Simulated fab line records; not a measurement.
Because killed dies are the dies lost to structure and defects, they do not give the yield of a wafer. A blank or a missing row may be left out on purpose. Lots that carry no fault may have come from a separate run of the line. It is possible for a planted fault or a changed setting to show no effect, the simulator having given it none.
fab line records + flow n5Finfet
record:
- lots: 5
- wafers: 12
- lastDay: 19
route steps=1938 shown SD_EPI_N@276 SD_EPI_P@295 SD_ACTIVATION@332 BEOL_M4@1111 PASSIVATION@1936
lots that met no fault: taken from a fault-free run of the same line
startH: hours from the record's first day to the start of the lot's first wafer shown + waitH: time in hours since the lot's previous step + " repeats the value in the row above + L1.1+2: one row covering several wafers at once + - no value present, or no start provided + * or withheld: withheld + < > ~ a bound
route shown NAME@n: NAME is a module with steps in the file, n the number in the route of the first one + usual: mean/standard deviation of fault-free wafers + same: alike in all rows + chamber/n: place in a boat + sites: per-site readings + _std_site: their standard deviation + _edge_site: mean of outer sites minus mean of inner sites + radiusMm: for every site, how far away it sits from the centre of the wafer + mask NAME#n: copy n + behind: the most recent tool/chamber to have shaped the wafer + hold: what put the lot on hold/how long, in hours/how the hold closed + device: whichever transistor did not switch (one of n, p or np) + end of line: tests run on the same wafers once the route is complete + for a step that has no rows: nothing shown but its recipe + killed: at the first sort, the dies lost to defects and structure; wafer yield is something else + map: a wafer's dies, marking killed ones x, the rest . and places with no die _
set.NAME: the run value of the setting; set.NAME@STEP: its run value at that earlier step + model.NAME: the simulator's own value behind a step, which no gauge read
lots at some steps of the route; a table a step, a row a wafer
services: when a tool's chamber went out of use (startH, in hours from the record's first day, below 0 if earlier), for how many hours, and the reason
== steps ==
step: N5_SD_EPI_N_STRIP_36
recipe:
- chemistry: N2/H2
- tempC: 40
- n2FlowSccm: 200
- h2FlowSccm: 200
- rfFrequencyHz: 6e+07
step: N5_SD_EPI_N_ETCHBACK_44
recipe:
- chemistry: CH3F/O2
- mode: anisotropicEtchback
- target: SiNx
- targetDepthA: 145
- stopOn: SiO2
- overEtchFrac: 0.3
- ionEnergyEv: 120
- pressureMtorr: 30
- sourceW: 395
- biasW: 73
- Ar_flow_sccm: 150
- CH3F_flow_sccm: 30
- O2_flow_sccm: 20
step: N5_SD_EPI_N_ETCH_45
recipe:
- chemistry: CH3F/O2
- target: SiOCN
- targetDepthA: 60
- maskMaterial: SOC
- ionEnergyEv: 60
- biasW: 29
- pressureMtorr: 15
- sourceW: 410
- Ar_flow_sccm: 150
- CH3F_flow_sccm: 30
- O2_flow_sccm: 20
step: N5_SD_EPI_N_ETCH_16
recipe:
- chemistry: CHF3/O2
- target: SiO2
- targetDepthA: 50
- maskMaterial: SOC
- pressureMtorr: 30
- sourceW: 650
- biasW: 170
- Ar_flow_sccm: 200
- CHF3_flow_sccm: 50
- O2_flow_sccm: 5
- ionEnergyEv: 200
step: N5_SD_EPI_N_STRIP_47
recipe:
- chemistry: CHF3/O2
- resist: SiARC
- rfFrequencyHz: 6e+07
step: N5_SD_EPI_N_SD_RECESS_17
recipe:
- chemistry: HBr/Cl2/O2
- targetDepthA: 410
- maskMaterial: SOC
- timeS: 23.7
- btTimeS: 3
- pressureMtorr: 10
- icpW: 800
- biasW: 112
- HBr_flow_sccm: 150
- Cl2_flow_sccm: 80
- O2_flow_sccm: 12
step: N5_SD_EPI_N_STRIP_38
recipe:
- chemistry: N2/H2
- powerW: 1000
- tempC: 250
- h2Frac: 0.65
- overashFraction: 0.3
- pressureMtorr: withheld
- n2FlowSccm: 1750
- h2FlowSccm: 3250
step: N5_SD_EPI_N_WET_ETCH_43
recipe:
- chemistry: dHF
- dilution: withheld
- timeS: 14
- target: SiO2
- targetDepthA: 15
- tempC: 25
step: N5_SD_EPI_N_STRIP_18
recipe:
- chemistry: SPM
- timeS: 750
- tempC: 130
- h2so4H2o2VolRatio: 4
step: N5_SD_EPI_N_SRD_20
recipe:
- dry: ipaMarangoni
- doPpb: 5
- timeS: 30
- tempC: 23
- rinseLiquid: diw
step: N5_SD_EPI_N_PRECLEAN_48
recipe:
- chemistry: NF3:NH3
- afsCycles: 2
- tempC: 30
- timeS: 20
- sublimationTempC: 180
- sublimationTimeS: 60
- pressureTorr: 3
- rfPowerW: 30
step: N5_SD_EPI_N_VAPOR_ETCH_50
recipe:
- chemistry: HCl
- target: Si
- tempC: 775
- timeS: 54
- pressureTorr: 20
- mode: isotropic
step: N5_SD_EPI_N_EPI_21
recipe:
- material: Si:P
- dopant: P
- tempC: 680
- pressureTorr: 255
- timeS: 690
usual:
- epiGrowthTimeS: 690/0
| lot.wafer | tool        | chamber | startH | waitH | epiGrowthTimeS | model.Si-P_of_SD_EPI_N_EPI_21.thkNm |
|-----------|-------------|---------|--------|-------|----------------|-------------------------------------|
| L454.2    | epiRpcvd-02 | 0       | 109.22 | 0.5   | 690            | 59.4                                |
| L454.4    | "           | 0       | "      | "     | 690            | 59.8                                |
| L454.6    | "           | 0       | "      | "     | 690            | 59                                  |
| L461.1    | epiRpcvd-02 | 0       | 146.71 | 0.2   | 690            | 59.8                                |
| L461.3    | "           | 0       | "      | "     | 742.8          | 62.8                                |
| L462.1    | epiRpcvd-02 | 0       | 157.79 | 0.2   | 690            | 59.4                                |
| L462.3    | "           | 0       | "      | "     | 742.8          | 61.8                                |
| L465.4    | epiRpcvd-02 | 0       | 171.67 | 1.2   | 742.8          | 62.4                                |
| L465.5    | "           | 0       | "      | "     | 690            | 59                                  |
| L467.3    | epiRpcvd-03 | 0       | 183.58 | 0.9   | 690            | 59                                  |
| L467.5    | "           | 0       | "      | "     | 690            | 58.6                                |
| L467.6    | "           | 0       | "      | "     | 690            | 59.4                                |
step: N5_SD_EPI_N_EPI_MEAS_23
recipe:
- mode: xrd
usual:
- thkNm: 58.9/1.3
| lot.wafer | tool         | chamber | startH | waitH | thkNm |
|-----------|--------------|---------|--------|-------|-------|
| L454.2    | filmMetro-01 | -       | 111.12 | 1.5   | 60.1  |
| L454.4    | "            | -       | "      | "     | 58.9  |
| L454.6    | "            | -       | "      | "     | 58.6  |
| L461.1    | filmMetro-02 | -       | 148.99 | 1.9   | 60.2  |
| L461.3    | "            | -       | "      | "     | 61.6  |
| L462.1    | filmMetro-02 | -       | 160.07 | 1.9   | 59.8  |
| L462.3    | "            | -       | "      | "     | 62.5  |
| L465.4    | filmMetro-02 | -       | 172.83 | 0.8   | 62.8  |
| L465.5    | "            | -       | "      | "     | 58.6  |
| L467.3    | filmMetro-02 | -       | 185.12 | 1.2   | 58.5  |
| L467.5    | "            | -       | "      | "     | 59.1  |
| L467.6    | "            | -       | "      | "     | 57.9  |
step: N5_SD_EPI_N_PRECLEAN_24
recipe:
- chemistry: O3/DIW
- timeS: 60
- tempC: 22
- o3Ppm: 10
step: N5_SD_EPI_N_SRD_25
recipe:
- timeS: 30
- tempC: 23
- rinseLiquid: diw
- dry: ipaMarangoni
step: N5_SD_EPI_N_PRECLEAN_49
recipe:
- chemistry: NF3:NH3
- afsCycles: 1
- tempC: 30
- timeS: 20
- sublimationTempC: 180
- sublimationTimeS: 60
- pressureTorr: 3
- rfPowerW: 30
step: N5_SD_EPI_N_LINER_46
recipe:
- material: SiNx
- targetThkA: 30
- tempC: 400
- aldPrecursorFamily: SiH2I2
- aldCoReactant: N2/H2-plasma
- pressureTorr: 2
step: N5_SD_EPI_P_COAT_34
recipe:
- resist: SOC
- tempC: 250
- timeS: 60
- spinRpm: 1500
- resistThkNm: 350
step: N5_SD_EPI_P_COAT_35
recipe:
- resist: SiARC
- tempC: 220
- timeS: 60
- spinRpm: 1500
- resistThkNm: 35
step: N5_SD_EPI_P_COAT_03
recipe:
- resist: CAR-ArF-block
- spinRpm: 1500
- resistThkNm: 150
step: N5_SD_EPI_P_EBR_05
recipe:
- solvent: PGMEA
- ebrWidthMm: 1.5
step: N5_SD_EPI_P_SOFTBAKE_04
recipe:
- tempC: 110
- timeS: 60
- resist: CAR-ArF-block
step: N5_SD_EPI_P_EXPOSE_06
recipe:
- maskId: SD_P_BLK
- na: 1.35
- sourceShape: conventional
- sigmaOuter: 0.8
- polarization: unpolarized
- targetCdNm: 240
- doseMj: 39.5
step: N5_SD_EPI_P_PEB_07
recipe:
- pebTempC: 110
- pebTimeS: 60
- resist: CAR-ArF-block
step: N5_SD_EPI_P_DEVELOP_08
recipe:
- developTimeS: 30
- developer: TMAH
- resist: CAR-ArF-block
- devTempC: 23
- rinseLiquid: diw
- dry: airSpin
step: N5_SD_EPI_P_DESCUM_14
recipe:
- chemistry: O2
- timeS: 7.9
- sourcePowerW: 50
- biasPowerW: 20
- pressureMtorr: 20
- rfFrequencyHz: 2.712e+07
- tempC: 40
- resist: CAR-ArF-block
- o2FlowSccm: 225
step: N5_SD_EPI_P_ETCH_36
recipe:
- chemistry: CF4
- target: SiARC
- targetDepthA: 455
- maskMaterial: CAR-ArF-block
- timeS: 75.8
- ionEnergyEv: 80
- pressureMtorr: 40
- sourceW: 545
- biasW: 36
- Ar_flow_sccm: 100
- cf4FlowSccm: 100
- ends: cleared
step: N5_SD_EPI_P_ETCH_37
recipe:
- chemistry: N2/H2
- target: SOC
- overetchA: 1080
- maskMaterial: SiARC
- tempC: 40
- ionEnergyEv: 100
- sourceW: 3000
- biasW: 133
- pressureMtorr: 20
- timeS: 486
- n2FlowSccm: 200
- h2FlowSccm: 200
- ends: endPoint
step: N5_SD_EPI_P_STRIP_38
recipe:
- chemistry: N2/H2
- tempC: 40
- n2FlowSccm: 200
- h2FlowSccm: 200
- rfFrequencyHz: 6e+07
step: N5_SD_EPI_P_ETCHBACK_46
recipe:
- chemistry: CH3F/O2
- mode: anisotropicEtchback
- target: SiNx
- targetDepthA: 175
- stopOn: SiO2
- overEtchFrac: 0.3
- ionEnergyEv: 120
- pressureMtorr: 30
- sourceW: 395
- biasW: 73
- Ar_flow_sccm: 150
- CH3F_flow_sccm: 30
- O2_flow_sccm: 20
step: N5_SD_EPI_P_ETCH_47
recipe:
- chemistry: CH3F/O2
- target: SiOCN
- targetDepthA: 250
- maskMaterial: SOC
- ionEnergyEv: 60
- biasW: 29
- pressureMtorr: 30
- sourceW: 410
- Ar_flow_sccm: 150
- CH3F_flow_sccm: 30
- O2_flow_sccm: 20
step: N5_SD_EPI_P_ETCH_16
recipe:
- chemistry: CHF3/O2
- target: SiO2
- targetDepthA: 50
- maskMaterial: SOC
- pressureMtorr: 30
- sourceW: 650
- biasW: 170
- Ar_flow_sccm: 200
- CHF3_flow_sccm: 50
- O2_flow_sccm: 5
- ionEnergyEv: 200
step: N5_SD_EPI_P_STRIP_50
recipe:
- chemistry: CHF3/O2
- resist: SiARC
- rfFrequencyHz: 6e+07
step: N5_SD_EPI_P_SD_RECESS_17
recipe:
- chemistry: HBr/Cl2/O2
- targetDepthA: 391
- btTimeS: 3
- pressureMtorr: 10
- icpW: 800
- biasW: 112
- HBr_flow_sccm: 150
- Cl2_flow_sccm: 80
- O2_flow_sccm: 12
step: N5_SD_EPI_P_WET_ETCH_45
recipe:
- chemistry: dHF
- dilution: withheld
- timeS: 10.7
- target: SiO2
- targetDepthA: 20
- tempC: 25
- dry: ipaMarangoni
- rinseTimeS: 30
- rinseTempC: 23
step: N5_SD_EPI_P_STRIP_40
recipe:
- chemistry: N2/H2
- powerW: 1000
- tempC: 250
- h2Frac: 0.65
- overashFraction: 0.3
- pressureMtorr: withheld
- n2FlowSccm: 1750
- h2FlowSccm: 3250
step: N5_SD_EPI_P_PRECLEAN_52
recipe:
- chemistry: O3/DIW
- timeS: 60
- tempC: 22
- o3Ppm: 10
step: N5_SD_EPI_P_PRECLEAN_24
recipe:
- chemistry: O3/DIW
- timeS: 45
- tempC: 22
- o3Ppm: 10
same:
- timeS: 45
| lot.wafer | tool        | chamber | startH | waitH | model.Si-P_of_SD_EPI_N_EPI_21.thkNm |
|-----------|-------------|---------|--------|-------|-------------------------------------|
| L454.2    | wetBench-04 | 4       | 115.88 | 0.0   | 58.4                                |
| L454.4    | "           | 5       | "      | "     | 59                                  |
| L454.6    | "           | 2       | "      | "     | 58.2                                |
| L461.1    | wetBench-04 | 7       | 153.72 | 0.0   | 59                                  |
| L461.3    | "           | 1       | "      | "     | 62                                  |
| L462.1    | wetBench-02 | 3       | 164.71 | 0.0   | 58.6                                |
| L462.3    | "           | 4       | "      | "     | 61                                  |
| L465.4    | wetBench-04 | 0       | 178.23 | 0.0   | 61.6                                |
| L465.5    | "           | 3       | "      | "     | 58.2                                |
| L467.3    | wetBench-04 | 5       | 190.54 | 0.0   | 58.2                                |
| L467.5    | "           | 1       | "      | "     | 57.8                                |
| L467.6    | "           | 3       | "      | "     | 58.6                                |
step: N5_SD_ACTIVATION_RS_MEAS_03
recipe:
- thkMeasGauge: four-point-probe
usual:
- RS_SD_N: 21.9/0.33
- RS_SD_P: 56.5/1.1
| lot.wafer | tool         | chamber | startH | waitH | RS_SD_N[ohm/sq] | RS_SD_P[ohm/sq] |
|-----------|--------------|---------|--------|-------|-----------------|-----------------|
| L454.2    | filmMetro-01 | -       | 116.40 | 0.2   | 21.9            | 56.8            |
| L454.4    | "            | -       | "      | "     | 21.6            | 57.0            |
| L454.6    | "            | -       | "      | "     | 22.2            | 56.5            |
| L461.1    | filmMetro-02 | -       | 154.32 | 0.2   | 21.7            | 56.8            |
| L461.3    | "            | -       | "      | "     | 20.7            | 57.7            |
| L462.1    | filmMetro-01 | -       | 165.21 | 0.2   | 21.9            | 56.7            |
| L462.3    | "            | -       | "      | "     | 20.7            | 57.4            |
| L465.4    | filmMetro-01 | -       | 178.79 | 0.1   | 20.6            | 55.9            |
| L465.5    | "            | -       | "      | "     | 21.7            | 55.4            |
| L467.3    | filmMetro-01 | -       | 191.08 | 0.2   | 21.8            | 56.3            |
| L467.5    | "            | -       | "      | "     | 22.1            | 55.5            |
| L467.6    | "            | -       | "      | "     | 21.5            | 56.9            |
step: N5_BEOL_M4_RC_MEAS_101
usual:
- DIBL_N: 36.0/1.9
- DIBL_P: 35.6/2.2
- IOFF_N: 0.15/0.031
- IOFF_P: 0.19/0.032
- ION_N: 668/11
- ION_P: 455/7.2
- RS_SD_N: 28.4/0.41
- SS_N: 71.5/0.65
- SS_P: 73.4/0.64
- VT_N: 251/3.6
- VT_P: -253/3.3
| lot.wafer | tool      | chamber | startH | waitH | DIBL_N[mV/V] | DIBL_P[mV/V] | IOFF_N[nA/um] | IOFF_P[nA/um] | ION_N[uA/um] | ION_P[uA/um] | RS_SD_N[ohm/sq] | SS_N[mV/dec] | SS_P[mV/dec] | VT_N[mV] | VT_P[mV] |
|-----------|-----------|---------|--------|-------|--------------|--------------|---------------|---------------|--------------|--------------|-----------------|--------------|--------------|----------|----------|
| L454.2    | prober-02 | 0       | 277.37 | 0.2   | 34.3         | 34.2         | 0.13          | 0.18          | 665          | 452          | 28.5            | 72.5         | 72.6         | 252      | -252     |
| L454.4    | "         | 0       | "      | "     | 32.2         | 32.5         | 0.11          | 0.16          | 653          | 449          | 28.1            | 70.8         | 72.8         | 253      | -253     |
| L454.6    | "         | 0       | "      | "     | 34.1         | 35.5         | 0.14          | 0.20          | 666          | 458          | 28.3            | 71.3         | 73.2         | 250      | -251     |
| L461.1    | prober-01 | 0       | 308.32 | 0.0   | 34.6         | 36.4         | 0.15          | 0.21          | 671          | 463          | 27.8            | 71.2         | 73.3         | 249      | -248     |
| L461.3    | "         | 0       | "      | "     | 35.1         | 36.5         | 0.15          | 0.21          | 674          | 464          | 26.5            | 70.8         | 73.3         | 250      | -254     |
| L462.1    | prober-01 | 0       | 322.67 | 0.0   | 37.3         | 35.0         | 0.15          | 0.18          | 665          | 452          | 28.2            | 71.6         | 73.7         | 250      | -254     |
| L462.3    | "         | 0       | "      | "     | 39.6         | 37.6         | 0.20          | 0.22          | 684          | 458          | 26.9            | 71.9         | 73.6         | 245      | -251     |
| L465.4    | prober-02 | 0       | 322.90 | 0.5   | 34.6         | 34.9         | 0.14          | 0.19          | 673          | 459          | 26.7            | 71.3         | 73.6         | 250      | -251     |
| L465.5    | "         | 0       | "      | "     | 35.8         | 36.5         | 0.16          | 0.21          | 668          | 459          | 28.4            | 72.2         | 73.2         | 254      | -250     |
| L467.3    | prober-02 | 0       | 334.02 | 0.3   | 31.3         | 31.4         | 0.09          | 0.12          | 643          | 437          | 28.5            | 70.9         | 73.3         | 258      | -261     |
| L467.5    | "         | 0       | "      | "     | 30.9         | 31.4         | 0.09          | 0.12          | 644          | 437          | 28.3            | 71.8         | 72.3         | 260      | -263     |
| L467.6    | "         | 0       | "      | "     | 33.4         | 34.2         | 0.12          | 0.14          | 659          | 441          | 27.9            | 71.5         | 73.0         | 257      | -262     |
step: N5_PASSIVATION_PROBE_49
usual:
- defectLimitedYield: 91.3/1.4
- killed_at_M0_to_M3: 34/10
- killed_at_M4_up: 14/5.5
- killedAtContacts: 12/6
- killedAtFrontEnd: 40/10
- killedAtOther: 3.0/2.4
- killedDies: 103/17
- killedOnRim: 13/4.3
- killedOpen: 68/13
- killedShort: 34/7.8
- sort_bin_5_function: 5.1/0.97
- sort_bin_6_memory: 3.3/0.66
- sort_bin_8_speed: 0.02/0.12
- sortNPass: 1077/17
- sortYieldPct: 91.2/1.4
same:
- grossDies: 1180
- killedAtBackSide: 0
- sort_bin_4_leakage[%]: 0
| lot.wafer | tool      | chamber | startH | waitH | defectLimitedYield[%] | killed_at_M0_to_M3 | killed_at_M4_up | killedAtContacts | killedAtFrontEnd | killedAtOther | killedDies | killedOnRim | killedOpen | killedShort | sort_bin_5_function[%] | sort_bin_6_memory[%] | sort_bin_8_speed[%] | sortNPass | sortYieldPct[%] |
|-----------|-----------|---------|--------|-------|-----------------------|--------------------|-----------------|------------------|------------------|---------------|------------|-------------|------------|-------------|------------------------|----------------------|---------------------|-----------|-----------------|
| L461.1    | prober-01 | -       | 423.29 | 0.0   | 91.3                  | 29                 | 17              | 22               | 34               | 1             | 103        | 10          | 75         | 27          | 5.2                    | 3.3                  | 0                   | 1077      | 91.3            |
| L461.3    | prober-01 | -       | 423.39 | 0.1   | 90.2                  | 40                 | 21              | 13               | 40               | 2             | 116        | 24          | 76         | 39          | 5.9                    | 3.4                  | 0                   | 1064      | 90.2            |
| L465.4    | prober-02 | -       | 424.58 | 0.2   | 88.6                  | 54                 | 13              | 12               | 54               | 2             | 135        | 24          | 85         | 43          | 7.3                    | 3.2                  | 0                   | 1045      | 88.6            |
| L465.5    | prober-02 | -       | 424.63 | 0.2   | 91.1                  | 34                 | 20              | 4                | 44               | 3             | 105        | 13          | 76         | 29          | 5.2                    | 3.5                  | 0                   | 1075      | 91.1            |
| L462.1    | prober-02 | -       | 434.67 | 0.0   | 91.4                  | 21                 | 20              | 13               | 37               | 10            | 101        | 15          | 59         | 41          | 5.5                    | 2.5                  | 0                   | 1079      | 91.4            |
| L462.3    | prober-02 | -       | 434.77 | 0.1   | 93.6                  | 24                 | 10              | 9                | 26               | 6             | 75         | 15          | 47         | 28          | 4.0                    | 2.2                  | 0                   | 1105      | 93.6            |
killed by level:class
L461.1 MOL_CONTACT_COAG:geometricParticle:open=20 BEOL_M2:geometricParticle:open=9 BEOL_M4:geometricParticle:open=9 BEOL_M0_SAQP:geometricParticle:open=6 GATE_CUT:geometricParticle:open=6 BEOL_M0_SAQP:geometricParticle:short=6 FIN_SAQP:geometricParticle:short=5 FIN_SAQP:geometricParticle:open=5
L461.3 BEOL_M2:geometricParticle:open=12 BEOL_M4:geometricParticle:open=11 FIN_SAQP:geometricParticle:open=10 MOL_CONTACT_COAG:geometricParticle:open=10 FIN_SAQP:geometricParticle:short=9 BEOL_M0_SAQP:geometricParticle:short=9 BEOL_M0_SAQP:geometricParticle:open=8 STI_FIN_REVEAL:geometricParticle:open=5
L465.4 BEOL_M0_SAQP:geometricParticle:short=17 STI_FIN_REVEAL:geometricParticle:open=12 MOL_CONTACT_COAG:geometricParticle:open=12 FIN_SAQP:geometricParticle:short=10 FIN_SAQP:geometricParticle:open=10 BEOL_M0_SAQP:geometricParticle:open=9 BEOL_M2:geometricParticle:open=9 BEOL_M0:geometricParticle:open=7
L465.5 FIN_SAQP:geometricParticle:open=15 BEOL_M1:geometricParticle:open=11 STI_FIN_REVEAL:geometricParticle:open=10 BEOL_M3:geometricParticle:open=8 BEOL_M5:geometricParticle:open=8 FIN_SAQP:geometricParticle:short=7 BEOL_M4:geometricParticle:open=7 BEOL_M1:geometricParticle:short=5
L462.1 FIN_SAQP:geometricParticle:short=12 MOL_CONTACT_COAG:geometricParticle:open=10 BEOL_M3:geometricParticle:open=8 GATE_CUT:geometricParticle:short=7 BEOL_M4:geometricParticle:open=6 FIN_SAQP:geometricParticle:open=5 BEOL_M3:geometricParticle:short=3 STI_FIN_REVEAL:geometricParticle:open=3
L462.3 MOL_CONTACT_COAG:geometricParticle:open=8 BEOL_M0_SAQP:geometricParticle:open=8 FIN_SAQP:geometricParticle:short=6 FIN_SAQP:geometricParticle:open=5 BEOL_M0_SAQP:geometricParticle:short=5 STI_FIN_REVEAL:geometricParticle:open=4 BEOL_M3:geometricParticle:open=4 BEOL_M4:geometricParticle:open=4
== services ==
| tool        | chamber | startH | hours | kind |
|-------------|---------|--------|-------|------|
| epiRpcvd-03 | -       | 153.88 | 8.1   | pm   |
== key ==
firstSign:
- step: N5_SD_EPI_N_EPI_21
- reading: epiGrowthTimeS
- direction: up
- sigmas: 99+
- usual: *
- struck: *
effect:
- step: N5_SD_EPI_N_EPI_MEAS_23
- reading: thkNm
- direction: up
- sigmas: 2.6
- usual: *
- struck: *
effect:
- step: N5_SD_ACTIVATION_RS_MEAS_03
- reading: RS_SD_N
- direction: down
- sigmas: 3.8
- usual: 21.9
- struck: 20.7
effect:
- step: N5_BEOL_M4_RC_MEAS_101
- reading: RS_SD_N
- direction: down
- sigmas: 4.1
- usual: 28.4
- struck: 26.7
modelEffect:
- step: N5_SD_EPI_N_EPI_21
- value: Si-P_of_SD_EPI_N_EPI_21.thkNm
- without: 59.33
- struck: 62.33
modelEffect:
- step: N5_SD_EPI_P_PRECLEAN_24
- value: Si-P_of_SD_EPI_N_EPI_21.thkNm
- without: 58.53
- struck: 61.53
metAt N5_SD_EPI_N_EPI_21
struckWafers L461.3,L462.3,L465.4
onsetBetween 109.22 146.71
fault:
- kind: processParameterDrift
- tool: epiRpcvd-02
- chamber: -
- onsetH: 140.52
- steps: N5_SD_EPI_N_EPI_21
- channel: epiGrowthTimeS
- offset: *
- shape: step
- endH: 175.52
- scope: struckWafersOnly
- stated: *
